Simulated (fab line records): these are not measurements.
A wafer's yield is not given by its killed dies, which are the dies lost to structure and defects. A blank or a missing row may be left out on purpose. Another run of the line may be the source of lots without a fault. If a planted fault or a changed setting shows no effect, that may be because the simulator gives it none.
Comparing a struck lot with a sound one + flow nandHarc + 19 steps out of a route of 1302
Sound: wafers L105.1, L105.3, L105.4. Wafers L996.2, L996.3, L996.5 were the ones struck. At the end, the cause is stated.
Order at every step that has rows: each side's tool, ch and its chambers, its first start. Under that, the readings that differ: sound wafers + struck wafers + difference of the means + sigmas: that difference in standard deviations of wafers without a fault.
alike: readings whose means differ by less than 2 such deviations, and words and numbers that are the same on both sides. not compared: withheld readings, readings that some wafer has no value for, bounds like >300 that may hide the same value, and numbers for which the record gives no deviation and whose values overlap.
A row with sigmas, a row that says differs or no value, or rows on one side alone: a step with any of these is where the two part. When numbers do not overlap yet have no deviation, they are printed without sigmas and do not part them. A reading that every wafer of one side lacks parts them only if that side has two wafers or more.

NHARC_P_GATE_CD_MEAS_59 targets a cd of 720 nm.
  sound on cdSem-03 ch 0, day 11 21:11; struck on cdSem-01 ch 0, day 7 07:10
  alike: cdNm
then, 1 step without rows for these wafers: NHARC_P_GATE_HARDBAKE_60 (time 80 s).
NHARC_P_GATE_DESCUM_61: chemistry O2, time 3 s.
  sound on rieDiel-07 ch 0,1, day 11 21:20; struck on rieDiel-03 ch 0,2,3, day 7 07:21
  alike: drypumpMotorCurrentA, oesProductAu, rfVppV, showerheadPlenumPTorr, throttleValvePct
  not compared: rfHoursCounterH
then, 1 step without rows for these wafers: NHARC_P_GATE_IMPLANT_62.
NHARC_P_GATE_STRIP_112: strips in N2/H2, time 200 s.
  sound on plasmaAsher-02 ch 0,1, day 11 21:44; struck on plasmaAsher-02 ch 0,1, day 7 07:41
  alike: drypumpMotorCurrentA, heaterPowerW
  not compared: rfHoursCounterH
NHARC_P_GATE_STRIP_76: strips in O2.
  sound on plasmaAsher-02 ch 0,1, day 11 22:00; struck on plasmaAsher-02 ch 0,1, day 7 07:58
  alike: drypumpMotorCurrentA, heaterPowerW
  not compared: rfHoursCounterH
then, 6 steps without rows for these wafers: NHARC_P_GATE_STRIP_63 (strips in SPM, time 900 s); NHARC_P_GATE_DEHYDRATE_83 (time 120 s); NHARC_P_GATE_HMDS_84 (time 30 s); NHARC_P_GATE_COAT_85; NHARC_P_GATE_SOFTBAKE_86 (time 95 s); NHARC_P_GATE_EBR_87.
NHARC_P_GATE_EXPOSE_88: exposes mask P HVN, target cd 2000 nm.
  sound on krfScanner-01 ch 0, day 11 22:46; struck on krfScanner-01 ch 0, day 7 08:43
| reading | sound                   | struck                           | difference | sigmas |
|---------|-------------------------|----------------------------------|------------|--------|
| mask    | P_HVN#0 P_HVN#0 P_HVN#0 | P_HVN_R1#0 P_HVN_R1#0 P_HVN_R1#0 | differs    |        |
then, 2 steps without rows for these wafers: NHARC_P_GATE_PEB_89 (peb time 85 s); NHARC_P_GATE_DEVELOP_90 (time 70 s).
NHARC_P_GATE_CD_MEAS_91 targets a cd of 2000 nm.
  sound on cdSem-03 ch 0, day 11 22:55; struck on cdSem-02 ch 0, day 7 08:52
| reading   | sound                | struck               | difference | sigmas |
|-----------|----------------------|----------------------|------------|--------|
| cdNm (nm) | 2000.8 1997.8 1998.1 | 1970.6 1968.5 1967.7 | -30.0      | -20    |
then, 1 step without rows for these wafers: NHARC_P_GATE_HARDBAKE_92 (time 80 s).
NHARC_P_GATE_DESCUM_93: chemistry O2, time 3 s.
  sound on rieDiel-03 ch 0,2,3, day 11 23:05; struck on rieDiel-07 ch 0,1,2, day 7 09:04
| reading                | sound          | struck         | difference | sigmas |
|------------------------|----------------|----------------|------------|--------|
| model.P_GATE.cdNm (nm) | 2000 1997 1998 | 1970 1968 1967 | -30        |        |
  alike: drypumpMotorCurrentA, oesProductAu, rfVppV, showerheadPlenumPTorr, throttleValvePct
  not compared: rfHoursCounterH
then, 1 step without rows for these wafers: NHARC_P_GATE_IMPLANT_94.

WHERE THEY PART
At NHARC_P_GATE_EXPOSE_88 first; at NHARC_P_GATE_CD_MEAS_91 last (within this record only). Later steps at which nothing parts them and some readings are alike: NHARC_P_GATE_DESCUM_93.

WHY: what had been put in by the simulator
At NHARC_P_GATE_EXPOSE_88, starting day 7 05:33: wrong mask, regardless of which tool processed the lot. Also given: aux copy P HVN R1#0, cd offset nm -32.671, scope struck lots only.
